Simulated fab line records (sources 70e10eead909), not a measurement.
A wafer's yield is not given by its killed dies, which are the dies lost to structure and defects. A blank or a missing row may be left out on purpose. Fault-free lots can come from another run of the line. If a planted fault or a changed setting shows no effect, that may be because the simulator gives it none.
Chamber matching | flow nand_harc | 4 sister chambers for NHARC_A_STAIRCASE_DESCUM_252 on rie_diel-02
The step chemistry O2, time 3 s. 4 wafers are shown with their chamber, then 7 later ones without.

EACH WAFER AND ITS CHAMBER
wafer  | chamber | showerhead_plenum_p_Torr (Torr)
L916.5 | 0       | 2.06
L926.5 | 3       | 1.82
L928.1 | 2       | 1.95
L928.4 | 1       | 1.80

WAFERS WITH NO CHAMBER GIVEN
wafer  | showerhead_plenum_p_Torr (Torr)
L928.6 | 2.05
L929.1 | 1.82
L929.4 | 1.80
L929.6 | 1.80
L930.1 | 1.95
L930.4 | 1.81
L930.6 | 1.81

EACH ONE'S CHAMBER
wafer  | from the rows above     | in truth
L928.6 | 0                       | 0
L929.1 | 3                       | 3
L929.4 | 1                       | 1
L929.6 | 1                       | 1
L930.1 | 2                       | 2
L930.4 | can't be placed: 1 or 3 | 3
L930.6 | can't be placed: 1 or 3 | 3
Correct placement for 5 of the 7. Unplaceable from these rows: 2, with the true chamber sitting among the candidates in 2. Placed wrongly: 0.
How it was worked out, from the rows above alone: a wafer's distance from a chamber is the root of the sum, over the readings, of the square of ((its reading less the chamber's mean) divided by the reading's scatter). If the next closest chamber is less than 2 further off than the closest, the wafer can't be placed; otherwise it belongs to the closest. A chamber's mean is the mean of its shown wafers. The scatter (one wafer shown for each chamber): square how far every hidden wafer sits from the nearest shown wafer, average those squares and take the square root.
